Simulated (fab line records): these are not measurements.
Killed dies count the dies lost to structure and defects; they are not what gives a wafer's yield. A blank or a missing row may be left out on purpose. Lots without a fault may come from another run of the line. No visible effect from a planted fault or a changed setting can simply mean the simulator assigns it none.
Matching of chambers :: flow nandHarc :: NHARC_HYBRID_BOND_ACTIVATE_00 on rieDiel-11: 4 sister chambers
The step chemistry N2, time 60 s. 8 wafers are shown with their chamber, then 8 later ones without.

== WAFERS WITH THEIR CHAMBER ==
wafer: L396.2
chamber: 2
rfVppV (V): 65.0
oesProductAu (a.u.): 0.996

wafer: L395.6
chamber: 0
rfVppV (V): 63.4
oesProductAu (a.u.): 1.007

wafer: L400.1
chamber: 1
rfVppV (V): 63.9
oesProductAu (a.u.): 0.990

wafer: L400.3
chamber: 0
rfVppV (V): 63.4
oesProductAu (a.u.): 1.002

wafer: L397.2
chamber: 1
rfVppV (V): 64.0
oesProductAu (a.u.): 0.998

wafer: L397.4
chamber: 3
rfVppV (V): 65.4
oesProductAu (a.u.): 0.979

wafer: L397.6
chamber: 2
rfVppV (V): 64.0
oesProductAu (a.u.): 0.991

wafer: L403.1
chamber: 3
rfVppV (V): 64.6
oesProductAu (a.u.): 0.994

== WAFERS WITHOUT THEIR CHAMBER ==
wafer: L403.3
rfVppV (V): 63.5
oesProductAu (a.u.): 0.996

wafer: L403.5
rfVppV (V): 64.6
oesProductAu (a.u.): 1.004

wafer: L407.1
rfVppV (V): 63.0
oesProductAu (a.u.): 0.998

wafer: L407.5
rfVppV (V): 63.6
oesProductAu (a.u.): 0.989

wafer: L407.6
rfVppV (V): 64.0
oesProductAu (a.u.): 0.998

wafer: L408.1
rfVppV (V): 64.2
oesProductAu (a.u.): 1.008

wafer: L408.2
rfVppV (V): 61.9
oesProductAu (a.u.): 1.001

wafer: L408.3
rfVppV (V): 64.2
oesProductAu (a.u.): 0.994

== WHICH CHAMBER EACH ONE RAN IN ==
wafer: L403.3
from the rows above: can't be placed: 1 or 0 or 2
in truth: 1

wafer: L403.5
from the rows above: can't be placed: 2 or 1 or 0 or 3
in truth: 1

wafer: L407.1
from the rows above: can't be placed: 0 or 1
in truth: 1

wafer: L407.5
from the rows above: can't be placed: 1 or 2 or 0
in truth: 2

wafer: L407.6
from the rows above: can't be placed: 1 or 2 or 0
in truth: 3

wafer: L408.1
from the rows above: can't be placed: 0 or 1 or 2 or 3
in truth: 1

wafer: L408.2
from the rows above: can't be placed: 0 or 1
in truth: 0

wafer: L408.3
from the rows above: can't be placed: 1 or 2 or 3 or 0
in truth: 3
Placed correctly: 0 of 8. Unplaceable from these rows: 8, with the true chamber sitting among the candidates in 7. 0 placed wrongly.
How it was worked out, from the rows above alone: a wafer's distance from a chamber is the root of the sum, over the readings, of the square of ((its reading less the chamber's mean) divided by the reading's scatter). If the next closest chamber is less than 2 further off than the closest, the wafer can't be placed; otherwise it belongs to the closest. For every chamber, the mean is computed from those of its wafers that are shown. The scatter is the square root of a quotient: the sum, over the shown wafers, of each reading's squared deviation from its chamber's mean, divided by wafers minus chambers.
